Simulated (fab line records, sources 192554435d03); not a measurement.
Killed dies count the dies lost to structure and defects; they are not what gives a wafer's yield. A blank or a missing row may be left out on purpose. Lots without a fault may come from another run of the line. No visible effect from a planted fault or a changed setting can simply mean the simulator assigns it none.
Split-lot experiment / flow n5-finfet / route with 1938 steps; 7 lots, 21 wafers read

## ON THE SPLIT
At N5_BEOL_M5_COAT_60 (time 60 s, resist thk 12 nm), the setting spin-rpm was moved away from the recipe's 1500 rpm on 5 of the 21 wafers read, by -9.3% to +9.6%. For the rest of the wafers, this setting stayed at what the recipe calls for.

## FROM THE SPLIT TO THE READING: what the file shows between them, 5 steps
- N5_BEOL_M5_COAT_71: time 60 s, resist thk 5 nm (also split here: spin-rpm)
- N5_BEOL_M5_COAT_05: resist thk 30 nm
- N5_BEOL_M5_EBR_07
- N5_BEOL_M5_DESCUM_16: chemistry O2, time 7 s
- N5_BEOL_M5_ETCH_72: etches underlayer in N2/H2, target depth 6.5 nm, time 5.2 s

## THE READING
etch.depth-nm (the simulator's own value, which no gauge read), in nm, at N5_BEOL_M5_ETCH_61 (etches SiARC in CF4, target depth 15.6 nm, time 26 s). The file does not state a usual value for it. The 16 wafers here that ran the recipe average 12.03 nm, standard deviation 0.033 nm.

wafer=L074.3; tool, chamber at the split=litho-track-02, 0; spin-rpm as run, rpm=1500; against the recipe=recipe; etch.depth-nm, nm=12.05; against lot-mates on the recipe=-
wafer=L074.4; tool, chamber at the split=litho-track-02, 0; spin-rpm as run, rpm=1360; against the recipe=-9.3%; etch.depth-nm, nm=12.64; against lot-mates on the recipe=+0.59
wafer=L074.6; tool, chamber at the split=litho-track-02, 0; spin-rpm as run, rpm=1360; against the recipe=-9.3%; etch.depth-nm, nm=12.62; against lot-mates on the recipe=+0.57
wafer=L077.1; tool, chamber at the split=litho-track-04, 0; spin-rpm as run, rpm=1500; against the recipe=recipe; etch.depth-nm, nm=12.06; against lot-mates on the recipe=-
wafer=L077.2; tool, chamber at the split=litho-track-04, 0; spin-rpm as run, rpm=1500; against the recipe=recipe; etch.depth-nm, nm=12.06; against lot-mates on the recipe=-
wafer=L077.5; tool, chamber at the split=litho-track-04, 0; spin-rpm as run, rpm=1375; against the recipe=-8.3%; etch.depth-nm, nm=12.6; against lot-mates on the recipe=+0.54
wafer=L078.3; tool, chamber at the split=litho-track-02, 0; spin-rpm as run, rpm=1500; against the recipe=recipe; etch.depth-nm, nm=11.97; against lot-mates on the recipe=-
wafer=L078.5; tool, chamber at the split=litho-track-02, 0; spin-rpm as run, rpm=1500; against the recipe=recipe; etch.depth-nm, nm=12.05; against lot-mates on the recipe=-
wafer=L078.6; tool, chamber at the split=litho-track-02, 0; spin-rpm as run, rpm=1552; against the recipe=+3.5%; etch.depth-nm, nm=11.78; against lot-mates on the recipe=-0.23
wafer=L081.1; tool, chamber at the split=litho-track-04, 0; spin-rpm as run, rpm=1500; against the recipe=recipe; etch.depth-nm, nm=12.05; against lot-mates on the recipe=-
wafer=L081.4; tool, chamber at the split=litho-track-04, 0; spin-rpm as run, rpm=1500; against the recipe=recipe; etch.depth-nm, nm=12.05; against lot-mates on the recipe=-
wafer=L081.2; tool, chamber at the split=litho-track-04, 0; spin-rpm as run, rpm=1500; against the recipe=recipe; etch.depth-nm, nm=12.03; against lot-mates on the recipe=-
wafer=L082.4; tool, chamber at the split=litho-track-02, 0; spin-rpm as run, rpm=1500; against the recipe=recipe; etch.depth-nm, nm=12.07; against lot-mates on the recipe=-
wafer=L082.5; tool, chamber at the split=litho-track-02, 0; spin-rpm as run, rpm=1500; against the recipe=recipe; etch.depth-nm, nm=12.07; against lot-mates on the recipe=-
wafer=L082.6; tool, chamber at the split=litho-track-02, 0; spin-rpm as run, rpm=1500; against the recipe=recipe; etch.depth-nm, nm=12.05; against lot-mates on the recipe=-
wafer=L084.2; tool, chamber at the split=litho-track-04, 0; spin-rpm as run, rpm=1500; against the recipe=recipe; etch.depth-nm, nm=12; against lot-mates on the recipe=-
wafer=L084.6; tool, chamber at the split=litho-track-04, 0; spin-rpm as run, rpm=1500; against the recipe=recipe; etch.depth-nm, nm=12; against lot-mates on the recipe=-
wafer=L084.5; tool, chamber at the split=litho-track-04, 0; spin-rpm as run, rpm=1500; against the recipe=recipe; etch.depth-nm, nm=11.98; against lot-mates on the recipe=-
wafer=L095.1; tool, chamber at the split=litho-track-02, 0; spin-rpm as run, rpm=1500; against the recipe=recipe; etch.depth-nm, nm=12.01; against lot-mates on the recipe=-
wafer=L095.2; tool, chamber at the split=litho-track-02, 0; spin-rpm as run, rpm=1500; against the recipe=recipe; etch.depth-nm, nm=11.98; against lot-mates on the recipe=-
wafer=L095.3; tool, chamber at the split=litho-track-02, 0; spin-rpm as run, rpm=1644; against the recipe=+9.6%; etch.depth-nm, nm=11.45; against lot-mates on the recipe=-0.55

THE FIT
A straight line over all 21 wafers: etch.depth-nm changes by -0.0643 nm for each +1% of spin-rpm; r = -0.99; the points scatter about the line by 0.033 nm.
The same after taking each lot's own level away (the mean of its wafers on the recipe; 21 wafers): -0.0613 nm for each +1%; r = -1.00; scatter 0.02 nm.
According to that fit, moving spin-rpm by its largest amount changes the reading by 0.59 nm.
Across the lots, their own levels run from 11.993 to 12.063 nm, a range of 2.1 times the standard deviation given above.
The two slopes agree, so the slope changes little with the lot-to-lot level.
Check: for one of the wafers moved furthest among these (+9.6%), held out of the fit, the line's prediction against its lot-mates is -0.607 nm. Against them it came out at -0.545 nm.

## FURTHER SPLITS ON THESE WAFERS
Note: prior to the reading, these wafers also went through further splits. Each is held against what the fit with the lots' levels taken away leaves over:
other split on the same wafers=N5_BEOL_M3_TRENCH_ETCH_37 time-s; wafers away from the commonest value=8; r with etch.depth-nm (lot level and that fit taken away)=-0.27
other split on the same wafers=N5_BEOL_M4_COAT_67 spin-rpm; wafers away from the commonest value=10; r with etch.depth-nm (lot level and that fit taken away)=+0.16
other split on the same wafers=N5_BEOL_M4_COAT_68 spin-rpm; wafers away from the commonest value=8; r with etch.depth-nm (lot level and that fit taken away)=-0.18
other split on the same wafers=N5_BEOL_M5_COAT_71 spin-rpm; wafers away from the commonest value=9; r with etch.depth-nm (lot level and that fit taken away)=-0.07

## THE WHOLE CHAIN: every reading that the file lists as answering this split, in the file's order
step=N5_BEOL_M5_COAT_60; what it does=time 60 s, resist thk 12 nm; reading=SiARC_of_BEOL_M5_COAT_60.thk-nm (the simulator's own value, which no gauge read); change (the file's fit)=-0.0654 nm for each +1% of the setting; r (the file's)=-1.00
step=N5_BEOL_M5_ETCH_61; what it does=etches SiARC in CF4, target depth 15.6 nm, time 26 s; reading=etch.depth-nm (the simulator's own value, which no gauge read); change (the file's fit)=-0.0612 nm for each +1% of the setting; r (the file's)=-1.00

## THE FILE'S OWN FIT
etch.depth-nm changes by -0.0612 nm for each +1% of spin-rpm, r = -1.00.
